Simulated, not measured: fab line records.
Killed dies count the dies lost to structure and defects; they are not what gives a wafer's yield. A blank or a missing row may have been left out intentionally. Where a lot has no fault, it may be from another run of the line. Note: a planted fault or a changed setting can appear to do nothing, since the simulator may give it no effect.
fab line records | flow nand-harc
[record] lots = 14 | wafers = 39 | last-day = 25
route steps=1159 shown P_BONDPAD@375 A_ZERO_WELL@401 A_ONON_D1@430 END@1159
lots that met no fault: taken from a fault-free run of the same line
start-h: the number of hours between the record's first day and the start of the first shown wafer of the lot | wait-h: time in hours since the lot's previous step | " unchanged from the row above | L1.1+2: several wafers, shown together as one row | - either no value or no given start | * or withheld: withheld | < > ~ a bound
route shown NAME@n: NAME is a module with steps in the file, n the number in the route of the first one | usual: the fault-free wafers' mean and standard deviation | same: alike in all rows | chamber/n: place in a boat | sites: each site's reading | _std_site: their standard deviation | _edge_site: the outer-site mean with the inner-site mean subtracted | radius-mm: for every site, how far away it sits from the centre of the wafer | mask NAME#n: copy n | behind: tool/chamber where the wafer was last shaped | hold: the reason the lot was held/the length of the hold in hours/how it ended | device: the transistor (n, p or np) that didn't switch | end of line: tests run on the same wafers once the route is complete | a step without rows: its recipe alone | killed: the dies lost at the first sort to structure and to defects; this is not the yield of the wafer | map: dies across one wafer; x = killed, . = not, _ = none there
set.NAME: the setting that was run; set.NAME@STEP: the one run at that earlier step | model.NAME: the simulator's own value behind a step, which no gauge read
route steps across a sampled set of lots; one table per step, one row per wafer
services: the hour from which a tool's chamber was out of use, counted from the record's first day as start-h (under 0 if before that day), plus the number of hours and why
[[steps]]
[step NHARC_P_BONDPAD_PRE_CLEAN_26]
[recipe] time-s = 30 | temp-c = 280 | gas = H2/He
[usual] heater-power-w = 411/42
lot.wafer | tool           | chamber | start-h | wait-h | heater-power-w
L137.2    | pvd-sputter-02 | -       | -       | -      | 364
L137.3    | "              | -       | "       | "      | 393
L137.4    | "              | -       | "       | "      | 497
L138.1    | pvd-sputter-01 | -       | -       | -      | 405
L138.3    | "              | -       | "       | "      | 314
L138.4    | "              | -       | "       | "      | 439
L140.1    | pvd-sputter-01 | -       | -       | -      | 445
L140.3    | "              | -       | "       | "      | 404
L140.5    | "              | -       | "       | "      | 455
L139.1    | pvd-sputter-03 | -       | -       | -      | 398
L139.3    | "              | -       | "       | "      | 400
L139.6    | "              | -       | "       | "      | 386
L142.4    | pvd-sputter-02 | -       | -       | -      | 401
L142.5    | "              | -       | "       | "      | 494
L144.5    | pvd-sputter-01 | -       | -       | -      | 434
L144.6    | "              | -       | "       | "      | 414
L146.4    | pvd-sputter-03 | -       | -       | -      | 383
L146.5    | "              | -       | "       | "      | 407
L152.4    | pvd-sputter-02 | -       | -       | -      | 365
L152.3    | "              | -       | "       | "      | 369
L152.5    | "              | -       | "       | "      | 418
L153.1    | pvd-sputter-01 | -       | -       | -      | 436
L153.4    | "              | -       | "       | "      | 440
L153.3    | "              | -       | "       | "      | 321
L155.1    | pvd-sputter-03 | -       | -       | -      | 390
L155.2    | "              | -       | "       | "      | 378
L155.5    | "              | -       | "       | "      | 380
L157.1    | pvd-sputter-03 | -       | -       | -      | 390
L157.3    | "              | -       | "       | "      | 407
L157.5    | "              | -       | "       | "      | 387
L158.2    | pvd-sputter-03 | -       | -       | -      | 389
L158.4    | "              | -       | "       | "      | 483
L158.6    | "              | -       | "       | "      | 382
L159.3    | pvd-sputter-01 | -       | -       | -      | 405
L159.1    | "              | -       | "       | "      | 324
L159.5    | "              | -       | "       | "      | 437
L160.3    | pvd-sputter-02 | -       | -       | -      | 423
L160.4    | "              | -       | "       | "      | 466
L160.2    | "              | -       | "       | "      | 352
[step NHARC_A_ZERO_WELL_CD_MEAS_10]
[recipe] target-cd-nm = 2000 | landing-energy-ev = 500
[usual] cd-nm = 2000.5/2.6
lot.wafer | tool      | chamber | start-h | wait-h | cd-nm
L137.2    | cd-sem-03 | 0       | 133.33  | -      | 1997.9
L137.3    | "         | 0       | "       | "      | 2002.3
L137.4    | "         | 0       | "       | "      | 1999.5
L138.1    | cd-sem-02 | 0       | 149.17  | -      | 2000.6
L138.3    | "         | 0       | "       | "      | 2000.3
L138.4    | "         | 0       | "       | "      | 1998.1
L140.1    | cd-sem-02 | 0       | 152.09  | -      | 2001.7
L140.3    | "         | 0       | "       | "      | 1997.5
L140.5    | "         | 0       | "       | "      | 2002.6
L139.1    | cd-sem-01 | 0       | 152.38  | -      | 2002.5
L139.3    | "         | 0       | "       | "      | 2000.0
L139.6    | "         | 0       | "       | "      | 2002.5
L142.4    | cd-sem-03 | 0       | 158.92  | -      | 2001.5
L142.5    | "         | 0       | "       | "      | 1999.3
L144.5    | cd-sem-02 | 0       | 181.22  | -      | 1998.8
L144.6    | "         | 0       | "       | "      | 2003.1
L146.4    | cd-sem-02 | 0       | 185.53  | -      | 1998.1
L146.5    | "         | 0       | "       | "      | 2000.7
L152.3    | cd-sem-03 | 0       | 232.00  | -      | 1999.4
L152.4    | "         | 0       | "       | "      | 1997.0
L152.5    | "         | 0       | "       | "      | 2002.9
L153.1    | cd-sem-02 | 0       | 236.74  | -      | 1998.2
L153.3    | "         | 0       | "       | "      | 1999.5
L153.4    | "         | 0       | "       | "      | 2005.4
L155.1    | cd-sem-03 | 0       | 240.04  | -      | 1997.3
L155.2    | "         | 0       | "       | "      | 2001.8
L155.5    | "         | 0       | "       | "      | 2002.5
L157.1    | cd-sem-01 | 0       | 255.01  | -      | 2004.6
L157.3    | "         | 0       | "       | "      | 2007.5
L157.5    | "         | 0       | "       | "      | 2000.0
L158.2    | cd-sem-02 | 0       | 261.97  | -      | 1997.4
L158.4    | "         | 0       | "       | "      | 1999.6
L158.6    | "         | 0       | "       | "      | 1999.7
L159.1    | cd-sem-03 | 0       | 262.48  | -      | 1998.5
L159.3    | "         | 0       | "       | "      | 1999.0
L159.5    | "         | 0       | "       | "      | 2002.9
L160.2    | cd-sem-02 | 0       | 266.25  | -      | 1995.2
L160.3    | "         | 0       | "       | "      | 1999.3
L160.4    | "         | 0       | "       | "      | 1998.8
[step NHARC_A_ONON_D1_DEP_09]
[recipe] target-thk-a = 10000 | n2-flow-sccm = 2750 | n2o-flow-sccm = 2000 | nh3-flow-sccm = 500 | sih4-flow-sccm = 210 | temp-c = 400
lot.wafer  | tool          | chamber | start-h | wait-h
L137.2+3+4 | pecvd-onon-04 | 0       | 158.52  | 0.1
L138.1+3+4 | pecvd-onon-04 | 0       | 172.99  | 0.1
L140.1+3+5 | pecvd-onon-03 | 0       | 173.00  | 0.1
L139.1+3+6 | pecvd-onon-03 | 0       | 176.86  | 0.1
L142.4+5   | pecvd-onon-03 | 0       | 182.59  | 0.3
L144.5+6   | pecvd-onon-03 | 0       | 204.96  | 0.3
L146.4+5   | pecvd-onon-03 | 0       | 222.73  | 0.2
L152.3+4+5 | pecvd-onon-04 | 0       | 256.38  | 0.2
L153.1+3+4 | pecvd-onon-02 | 0       | 262.89  | 0.1
L155.1+2+5 | pecvd-onon-04 | 0       | 262.99  | 0.1
L157.1+3+5 | pecvd-onon-03 | 0       | 280.85  | 0.1
L159.1+3+5 | pecvd-onon-03 | 0       | 286.41  | 0.1
L158.2+4+6 | pecvd-onon-04 | 0       | 286.47  | 0.1
L160.2+3+4 | pecvd-onon-02 | 0       | 290.55  | 0.1
[step NHARC_A_ONON_D1_THK_MEAS_11]
[recipe] thk-meas-gauge = ellipsometry
[usual] thk-nm = 1003/6.4
lot.wafer | tool          | chamber | start-h | wait-h | thk-nm
L137.2    | film-metro-01 | -       | 158.97  | -      | 1007
L137.3    | "             | -       | "       | "      | 1007
L137.4    | "             | -       | "       | "      | 1008
L138.1    | film-metro-02 | -       | 173.50  | -      | 1005
L138.3    | "             | -       | "       | "      | 1004
L138.4    | "             | -       | "       | "      | 1004
L140.1    | film-metro-02 | -       | 173.51  | -      | 1001
L140.3    | "             | -       | "       | "      | 1000
L140.5    | "             | -       | "       | "      | 1002
L139.1    | film-metro-02 | -       | 177.37  | -      | 996
L139.3    | "             | -       | "       | "      | 994
L139.6    | "             | -       | "       | "      | 998
L142.4    | film-metro-02 | -       | 182.93  | -      | 1533
L142.5    | "             | -       | "       | "      | 1534
L144.5    | film-metro-02 | -       | 205.24  | -      | 1540
L144.6    | "             | -       | "       | "      | 1003
L146.4    | film-metro-02 | -       | 223.07  | -      | 1541
L146.5    | "             | -       | "       | "      | 1540
L152.3    | film-metro-02 | -       | 256.78  | -      | 999
L152.4    | "             | -       | "       | "      | 998
L152.5    | "             | -       | "       | "      | 998
L153.1    | film-metro-02 | -       | 263.40  | -      | 1006
L153.3    | "             | -       | "       | "      | 1006
L153.4    | "             | -       | "       | "      | 1006
L155.1    | film-metro-02 | -       | 263.51  | -      | 992
L155.2    | "             | -       | "       | "      | 990
L155.5    | "             | -       | "       | "      | 992
L157.1    | film-metro-01 | -       | 281.36  | -      | 1013
L157.3    | "             | -       | "       | "      | 1015
L157.5    | "             | -       | "       | "      | 1012
L159.1    | film-metro-02 | -       | 286.92  | -      | 1006
L159.3    | "             | -       | "       | "      | 1006
L159.5    | "             | -       | "       | "      | 1008
L158.2    | film-metro-01 | -       | 286.95  | -      | 990
L158.4    | "             | -       | "       | "      | 990
L158.6    | "             | -       | "       | "      | 991
L160.2    | film-metro-01 | -       | 291.01  | -      | 1003
L160.3    | "             | -       | "       | "      | 1002
L160.4    | "             | -       | "       | "      | 1003
[step NHARC_END_SORT_01]
[recipe] temp-c = 25
[usual] killed-at-array = 28/11 | killed-at-other = 0.7/0.88 | killed-at-periphery = 3.1/2.2 | killed-dies = 31/12 | killed-open = 3.3/2 | killed-short = 2.0/1.6
[same] gross-dies = 677
lot.wafer | tool      | chamber | start-h | wait-h | killed-at-array | killed-at-other | killed-at-periphery | killed-dies | killed-open | killed-short
L142.4    | prober-01 | 0       | 469.28  | 3.4    | 673             | 0               | 4                   | 677         | 5           | 2
L142.5    | prober-01 | 0       | 470.07  | 3.6    | 674             | 0               | 3                   | 677         | 3           | 1
L144.5    | prober-01 | 0       | 490.88  | 3.7    | 673             | 1               | 3                   | 677         | 5           | 1
L144.6    | prober-01 | 0       | 491.68  | 4.0    | 28              | 0               | 2                   | 30          | 1           | 1
L146.4    | prober-02 | 0       | 501.05  | 3.4    | 674             | 2               | 1                   | 677         | 2           | 6
L146.5    | prober-02 | 0       | 501.85  | 3.7    | 676             | 1               | 0                   | 677         | 1           | 0
// killed by level:class
L142.4 A_ONON_D1:area-dep=655 A_SLIT:chamber-film-flake=8 A_CHANNEL_HOLE_D1:chamber-film-flake=3 P_GATE:geometric-particle:open=1 P_M2:geometric-particle:open=1 A_ONON_D1:geometric-particle:open=1 A_CHANNEL_HOLE_D1:geometric-particle:short=1 A_SGD_CUT:geometric-particle:open=1
L142.5 A_ONON_D1:area-dep=650 A_SLIT:chamber-film-flake=13 A_STAIRCASE:chamber-film-flake=4 P_ZERO_WELL:chamber-film-flake=2 A_CHANNEL_HOLE_D1:chamber-film-flake=2 A_CHANNEL_FILL_D1:geometric-particle:short=1 A_CHANNEL_FILL_D1:geometric-particle:open=1 A_BLC:geometric-particle:open=1
L144.5 A_ONON_D1:area-dep=641 A_CHANNEL_HOLE_D1:chamber-film-flake=11 A_SLIT:chamber-film-flake=11 A_CONTACT:chamber-film-flake=4 A_CONTACT:geometric-particle:open=2 P_M2:chamber-film-flake=2 P_M0:geometric-particle:open=1 A_ONON_D1:geometric-particle:short=1
L144.6 A_CHANNEL_HOLE_D1:chamber-film-flake=12 A_SLIT:chamber-film-flake=6 A_STAIRCASE:chamber-film-flake=4 A_CONTACT:chamber-film-flake=3 A_CHANNEL_FILL_D1:geometric-particle:short=1 A_CONTACT:geometric-particle:open=1 P_GATE:chamber-film-flake=1 P_M2:chamber-film-flake=1
L146.4 A_ONON_D1:area-dep=660 A_ZERO_WELL:chamber-film-flake=3 A_CHANNEL_HOLE_D1:chamber-film-flake=3 A_CHANNEL_FILL_D1:geometric-particle:short=2 A_ONON_D1:geometric-particle:short=1 A_WL_FILL:geometric-particle:short=1 A_WL_FILL:geometric-particle:open=1 A_M0:geometric-particle:open=1
L146.5 A_ONON_D1:area-dep=662 A_STAIRCASE:chamber-film-flake=5 A_ZERO_WELL:chamber-film-flake=4 A_CHANNEL_FILL_D1:chamber-film-flake=2 A_CHANNEL_FILL_D1:geometric-particle:open=1 A_CHANNEL_HOLE_D1:chamber-film-flake=1 A_CONTACT:chamber-film-flake=1 THIN_TSV:chamber-film-flake=1
[[services]]
tool           | chamber | start-h | hours | kind
pecvd-onon-02  | -       | 111.00  | 13.0  | pm
pvd-sputter-01 | -       | 115.44  | 0.8   | repair
pvd-sputter-03 | -       | 125.88  | 5.1   | repair
pecvd-onon-03  | -       | 153.19  | 13.0  | pm
pvd-sputter-01 | -       | 158.01  | 10.0  | pm
pvd-sputter-03 | -       | 198.68  | 17.0  | repair
pvd-sputter-02 | -       | 214.00  | 10.0  | pm
pvd-sputter-02 | -       | 229.81  | 2.5   | repair
pecvd-onon-04  | -       | 237.00  | 13.0  | pm
pvd-sputter-03 | -       | 280.04  | 10.0  | pm
[[key]]
[first-sign] step = NHARC_A_ONON_D1_THK_MEAS_11 | reading = thk-nm | direction = up | sigmas = 83 | usual = 1003 | struck = 1538
[effect] step = NHARC_END_SORT_01 | reading = killed-at-array | direction = up | sigmas = 57 | usual = 28 | struck = 674
[more-kills-born-at] NHARC_A_ONON_D1_DEP_09@pecvd-onon-03 = 3268
met-at NHARC_A_ONON_D1_DEP_09
struck-lots L142,L144,L146
struck-wafers L142.4,L142.5,L144.5,L146.4,L146.5
later-rows-left-out L142.4,L142.5,L144.5,L146.4,L146.5
tester-left-out L142,L144,L146
not-acting-at NHARC_P_BONDPAD_PRE_CLEAN_26,NHARC_A_ZERO_WELL_CD_MEAS_10
onset-between 176.86 182.59
[fault] kind = process-parameter-drift | tool = pecvd-onon-03 | chamber = - | onset-h = 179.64 | steps = NHARC_A_ONON_D1_DEP_09 | channel = target-thk-a | offset = * | shape = step | end-h = 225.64 | scope = struck-wafers-only | acts-in = * | stated = *
// tester-left-out: of these lots the tester's yield and bins aren't shown, on N5 and GAA mostly nor the transistor test; their killed dies are dies lost to structure and defects alone, not to doping, threshold or leakage, so they don't give the yield
// later-rows-left-out: the simulator's readings of these wafers behind a module that went badly wrong aren't trusted and aren't shown, but for the sort
